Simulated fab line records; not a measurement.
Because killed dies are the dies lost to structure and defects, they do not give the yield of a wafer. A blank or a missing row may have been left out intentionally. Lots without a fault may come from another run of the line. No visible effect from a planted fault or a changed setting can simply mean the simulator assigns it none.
Chamber matching :: flow n5Finfet :: pecvd-03 running N5_BEOL_M2_ILD_DEP_00: 3 sister chambers
The step deposits SiOC from DEMS/O2, target thk 79 nm, time 15.3 s. 3 wafers are shown with their chamber, then 10 later ones without.

## EACH WAFER AND ITS CHAMBER
wafer: L085.6
chamber: 2
heaterPowerW (W): 366

wafer: L086.1
chamber: 1
heaterPowerW (W): 359

wafer: L086.3
chamber: 0
heaterPowerW (W): 650

## WAFERS MISSING THEIR CHAMBER
wafer: L086.4
heaterPowerW (W): 353

wafer: L087.2
heaterPowerW (W): 344

wafer: L087.3
heaterPowerW (W): 531

wafer: L087.5
heaterPowerW (W): 558

wafer: L089.1
heaterPowerW (W): 365

wafer: L089.5
heaterPowerW (W): 557

wafer: L089.6
heaterPowerW (W): 365

wafer: L088.1
heaterPowerW (W): 314

wafer: L088.4
heaterPowerW (W): 360

wafer: L088.5
heaterPowerW (W): 322

## WHICH CHAMBER EACH ONE RAN IN
wafer: L086.4
from the rows above: can't be placed: 1 or 2
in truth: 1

wafer: L087.2
from the rows above: can't be placed: 1 or 2
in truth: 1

wafer: L087.3
from the rows above: can't be placed: 0 or 2 or 1
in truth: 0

wafer: L087.5
from the rows above: can't be placed: 0 or 2 or 1
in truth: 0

wafer: L089.1
from the rows above: can't be placed: 2 or 1
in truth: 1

wafer: L089.5
from the rows above: can't be placed: 0 or 2 or 1
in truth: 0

wafer: L089.6
from the rows above: can't be placed: 2 or 1
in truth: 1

wafer: L088.1
from the rows above: can't be placed: 1 or 2
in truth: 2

wafer: L088.4
from the rows above: can't be placed: 1 or 2
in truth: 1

wafer: L088.5
from the rows above: can't be placed: 1 or 2
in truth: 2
Correctly placed: 0 of 10. These rows do not allow placing 10 (true chamber among the candidates in 10). Number placed wrongly: 0.
How it was worked out, from the rows above alone: a wafer's distance from a chamber is the root of the sum, over the readings, of the square of ((its reading less the chamber's mean) divided by the reading's scatter). If the next closest chamber is less than 2 further off than the closest, the wafer can't be placed; otherwise it belongs to the closest. A chamber's mean is the mean of its shown wafers. The scatter: with one shown wafer a chamber, the root of the mean of the squares of how far each hidden wafer lies from its nearest shown one.
